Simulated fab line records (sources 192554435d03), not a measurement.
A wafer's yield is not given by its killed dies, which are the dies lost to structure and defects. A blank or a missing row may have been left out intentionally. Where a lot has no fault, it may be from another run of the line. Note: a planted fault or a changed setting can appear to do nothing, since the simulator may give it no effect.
Chamber matching -- flow n5_finfet -- N5_BEOL_M5_STRIP_19 on rie_diel-02 has 4 sister chambers
The step strips in O2. 8 wafers are shown with their chamber, then 7 later ones without.

== WAFERS PAIRED WITH THEIR CHAMBERS ==
wafer,chamber,showerhead_plenum_p_Torr (Torr),throttle_valve_pct (%)
L077.1,3,2.09,16.95
L079.4,0,2.07,17.10
L079.6,0,2.07,17.11
L084.1,1,2.22,16.26
L084.4,2,2.11,16.57
L084.5,3,2.08,16.97
L088.1,1,2.22,16.29
L088.2,2,2.10,16.57

== WAFERS WHOSE CHAMBER IS MISSING ==
wafer,showerhead_plenum_p_Torr (Torr),throttle_valve_pct (%)
L088.3,2.08,16.97
L094.1,2.08,16.98
L094.5,2.10,16.60
L094.6,2.21,16.29
L095.3,2.07,16.99
L095.5,2.07,16.99
L095.6,2.21,16.30

== WHICH CHAMBER EACH ONE RAN IN ==
wafer,from the rows above,in truth
L088.3,3,3
L094.1,3,3
L094.5,2,2
L094.6,1,1
L095.3,3,3
L095.5,3,3
L095.6,1,1
Placed correctly: 7 of 7. Can't be placed from these rows: 0. 0 placed wrongly.
How it was worked out, from the rows above alone: a wafer's distance from a chamber is the root of the sum, over the readings, of the square of ((its reading less the chamber's mean) divided by the reading's scatter). If the next closest chamber is less than 2 further off than the closest, the wafer can't be placed; otherwise it belongs to the closest. The mean given for a chamber averages the wafers shown for that chamber. The scatter is the square root of a quotient: the sum, over the shown wafers, of each reading's squared deviation from its chamber's mean, divided by wafers minus chambers.
